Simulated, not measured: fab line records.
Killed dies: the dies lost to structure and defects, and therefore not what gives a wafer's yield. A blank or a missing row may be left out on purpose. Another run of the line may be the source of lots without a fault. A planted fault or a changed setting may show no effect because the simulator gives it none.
A lot that was struck, set against a sound lot -- flow n5Finfet -- 16 out of 1938 route steps
Sound: these wafers, L533.4, L533.5, L533.6. Struck: wafers L542.1, L542.4. (L542.2 of the same lot was not struck and is left out.) The cause comes at the end.
For every step that has rows: the tool of each side, followed by ch and its chambers, followed by its first start. Under that, the readings that differ: sound wafers -- struck wafers -- difference of the means -- sigmas: that difference in standard deviations of wafers without a fault.
alike: words and numbers the same on both sides, and readings whose means are apart by under 2 such deviations; not compared: readings that were withheld, readings missing a value for some wafer, numbers with overlapping values and no deviation given by the record, and bounds like >300 which may hide the same value.
The two part at a step that has a row with sigmas, a row that says differs or no value, or rows on one side only. Numbers that have no deviation but don't overlap get no sigmas and don't part them. A reading that every wafer of one side lacks parts them only if that side has two wafers or more.

N5_FIN_CUT_OVL_MEAS_09:
  sound on overlay-01 ch 0, day 2 20:49; struck on overlay-02 ch 0, day 5 05:16
  alike: FIN_CUT_OVL
N5_FIN_CUT_INSPECT_10: inspects for defects (brightfield).
  sound: defectInspect-02 at day 2 20:52; struck: defectInspect-02 at day 5 05:19
  alike: rawDefectCount
then, 1 step without rows for these wafers: N5_FIN_CUT_DESCUM_13 (chemistry O2, time 7 s).
N5_FIN_CUT_ETCH_30: etches underlayer in N2/H2, target depth 13 nm, time 10.4 s.
  sound on rieDiel-05 ch 1,2,3, day 2 20:56; struck on rieDiel-01 ch 1,3, day 5 05:23
  alike: drypumpMotorCurrentA, etchRfOnTimeS, h2FlowSccm, oesProductAu, rfVppV, showerheadPlenumPTorr, throttleValvePct
  not compared: rfHoursCounterH
then, 1 step without rows for these wafers: N5_FIN_CUT_ETCH_20 (etches SiARC in CF4, target depth 26 nm, time 43.3 s).
N5_FIN_CUT_ETCH_21: etches SOC in N2/H2, target depth 219 nm, overetch 43.8 nm, time 523.5 s.
  sound on rieDiel-05 ch 1,2,3, day 2 20:59; struck on rieDiel-01 ch 1,3, day 5 05:27
  alike: drypumpMotorCurrentA, h2FlowSccm, oesProductAu, rfVppV, showerheadPlenumPTorr, throttleValvePct
  not compared: rfHoursCounterH
then, 2 steps without rows for these wafers: N5_FIN_CUT_STRIP_23 (strips in N2/H2); N5_FIN_CUT_STRIP_31 (strips in N2/H2).
N5_FIN_CUT_STRIP_24: strips in CF4.
  sound on rieDiel-05 ch 1,2,3, day 2 21:19; struck on rieDiel-01 ch 1,3, day 5 05:47
  alike: drypumpMotorCurrentA, oesProductAu, powerW, rfVppV, showerheadPlenumPTorr, throttleValvePct
  not compared: rfHoursCounterH
then, 2 steps without rows for these wafers: N5_FIN_CUT_CUT_ETCH_26 (etches SiNx in CH3F/O2, target depth 39 nm, time 55.7 s); N5_FIN_CUT_CUT_ETCH_27 (etches SiO2 in CHF3/O2, target depth 4 nm, overetch 2 nm, time 4.9 s).
N5_FIN_CUT_PRECLEAN_35: cleans in vHF, time 13.3 s.
  sound on vaporEtch-01 ch 0,1, day 2 21:28; struck on vaporEtch-02 ch 1, day 5 05:55
  alike: drypumpMotorCurrentA
N5_FIN_CUT_CUT_ETCH_15: etches Si in HBr/Cl2/O2, target depth 100 nm, bt time 10 s, time 42.4 s.
  sound on rieSi-02 ch 0,1, day 2 21:31; struck on rieSi-03 ch 0,3, day 5 05:59
reading,sound,struck,difference,sigmas
oesProductAu (a.u.),0.985 0.989 1.018,1.017 1.028,+0.025,+2
model.etch.depthNm (nm),99.97 100.3 98.01,93.12 91.97,-6.88,
model.FIN_CUT.featureDepthNm (nm),100 100.4 98,93.2 92,-6.9,
model.SOC_of_FIN_CUT_COAT_18.thkNm (nm),170.4 169.6 171.2,172.4 172.6,+2.1,
  alike: drypumpMotorCurrentA, throttleValvePct
  not compared: rfHoursCounterH
N5_FIN_CUT_CUT_ETCH_28: etches Si in HBr/Cl2/O2, target depth 6 nm, time 2.4 s.
  sound on rieSi-02 ch 0,1, day 2 21:35; struck on rieSi-03 ch 0,3, day 5 06:02
reading,sound,struck,difference,sigmas
model.SOC_of_FIN_CUT_COAT_18.thkNm (nm),168.8 168 169.6,170.6 170.8,+1.9,
  alike: drypumpMotorCurrentA, oesProductAu, throttleValvePct
  not compared: rfHoursCounterH
N5_FIN_CUT_STRIP_22: strips in N2/H2.
  sound on rieDiel-05 ch 0,1,3, day 2 21:38; struck on rieDiel-05 ch 0,1, day 5 06:07
  alike: drypumpMotorCurrentA, h2FlowSccm, oesProductAu, powerW, rfVppV, showerheadPlenumPTorr, throttleValvePct
  not compared: rfHoursCounterH
-- record jumps: 11 days separate the struck wafers' starts on either side; left off in module FIN_CUT, taken up again in module PASSIVATION, whose first shown step is the route's number 1936 --
N5_PASSIVATION_PROBE_49:
  only the struck wafers here have rows in the record (prober-01, day 15 20:52); the sound ones have none

WHERE THEY PART
Earliest at N5_FIN_CUT_CUT_ETCH_15; latest, in this record, at N5_PASSIVATION_PROBE_49.

WHY: the cause the simulator had injected
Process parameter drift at N5_FIN_CUT_CUT_ETCH_15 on rieSi-03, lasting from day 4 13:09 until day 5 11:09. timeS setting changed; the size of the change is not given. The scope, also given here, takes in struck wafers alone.
